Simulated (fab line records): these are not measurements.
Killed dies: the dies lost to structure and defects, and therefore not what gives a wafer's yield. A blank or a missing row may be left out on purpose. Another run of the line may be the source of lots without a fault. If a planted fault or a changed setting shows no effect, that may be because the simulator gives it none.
Struck lot and sound lot, side by side || flow nand-harc || 14 out of 1302 route steps
Sound: the wafers L510.1, L510.3, L510.4. Struck: wafers L504.1, L504.4, L504.5. The cause is named last.
Order at every step that has rows: each side's tool, ch and its chambers, its first start. Under that, the readings that differ: sound wafers || struck wafers || difference of the means || sigmas: that difference in standard deviations of wafers without a fault.
alike: readings with means less than 2 such deviations apart, plus words and numbers identical on both sides. not compared: withheld readings, readings lacking a value on some wafer, bounds such as >300 that could conceal the same value, and numbers that have no deviation in the record and whose values overlap.
The two part at a step that has a row with sigmas, a row that says differs or no value, or rows on one side only. Numbers that have no deviation but don't overlap get no sigmas and don't part them. Lack of a reading on every wafer of one side parts them only where that side has two or more wafers.

NHARC_A_CONTACT_OVL_MEAS_43:
  sound on overlay-02, day 29 15:29; struck on overlay-02, day 27 06:09
  alike: overlay-x-nm, overlay-y-nm
NHARC_A_CONTACT_INSPECT_44:
  sound on defect-inspect-02, day 29 15:31; struck on defect-inspect-01, day 27 06:12
  alike: raw-defect-count
then, 3 steps without rows for these wafers: NHARC_A_CONTACT_DESCUM_47 (chemistry O2, time 3 s); NHARC_A_CONTACT_ETCH_48 (etches the open film in CF4, target depth 39 nm, time 65 s); NHARC_A_CONTACT_ETCH_49 (etches the open film in N2/H2, target depth 260 nm, time 475.3 s).
NHARC_A_CONTACT_ETCH_50: etches the open film in CF4/CHF3, target depth 121 nm, time 60.5 s.
  sound on rie-diel-05 ch 0,1,3; struck on rie-diel-05 ch 0,1,3
  alike: bias-w, cf4-flow-sccm, chamber-pressure-mTorr, drypump-motor-current-A, mfc-ar-sccm, oes-product-au, rf-vpp-V, showerhead-plenum-p-Torr, throttle-valve-pct
  not compared: rf-hours-counter-h
then, 1 step without rows for these wafers: NHARC_A_CONTACT_ETCH_51 (etches the open film in O2/COS, target depth 7000 nm, time 1820 s).
NHARC_A_CONTACT_ETCH_111: etches the open film in C4F8/O2/Ar, time 140 s, target depth 700 nm.
  sound on har-cap-etch-03 ch 0,1, day 29 17:27; struck on har-cap-etch-03 ch 0, day 27 08:10
  alike: chamber-pressure-mTorr, oes-air-line-au
  not compared: rf-hours-counter-h
then, 1 step without rows for these wafers: NHARC_A_CONTACT_ETCH_112 (etches the open film in C4F8/O2/Ar, time 190 s, target depth 1850 nm).
NHARC_A_CONTACT_ETCH_113: etches the open film in C4F8/O2/Ar, time 190 s, target depth 1850 nm.
  sound on har-cap-etch-03 ch 0,1, day 29 17:49; struck on har-cap-etch-03 ch 0, day 27 08:32
  alike: chamber-pressure-mTorr, oes-air-line-au
  not compared: rf-hours-counter-h
NHARC_A_CONTACT_ETCH_114: etches the open film in C4F8/O2/Ar, time 190 s, target depth 1850 nm.
  sound on har-cap-etch-03 ch 0,1, day 29 17:59; struck on har-cap-etch-03 ch 0, day 27 08:42
  alike: chamber-pressure-mTorr, oes-air-line-au
  not compared: rf-hours-counter-h
NHARC_A_CONTACT_ETCH_115: etches the open film in C4F8/O2/Ar, time 190 s, target depth 1850 nm.
  sound on har-cap-etch-03 ch 0,1, day 29 18:09; struck on har-cap-etch-03 ch 0, day 27 08:52
  alike: chamber-pressure-mTorr, oes-air-line-au
  not compared: rf-hours-counter-h
NHARC_A_CONTACT_ETCH_116: etches the open film in C4F8/O2/Ar, time 190 s, target depth 1850 nm.
  sound on har-cap-etch-03 ch 0,1, day 29 18:19; struck on har-cap-etch-03 ch 0, day 27 09:02
  no value came back on the struck wafers for chamber-pressure-mTorr (mTorr), oes-air-line-au (a.u.); on the sound wafers chamber-pressure-mTorr (mTorr) reads 20.018 19.995 20.025
  not compared: rf-hours-counter-h
then, 1 step without rows for these wafers: NHARC_A_CONTACT_ETCH_117 (etches the open film in C4F8/O2/Ar, time 190 s, target depth 1850 nm).

WHERE THEY PART
Only at NHARC_A_CONTACT_ETCH_116, within this record.

WHY: whatever the simulator had introduced
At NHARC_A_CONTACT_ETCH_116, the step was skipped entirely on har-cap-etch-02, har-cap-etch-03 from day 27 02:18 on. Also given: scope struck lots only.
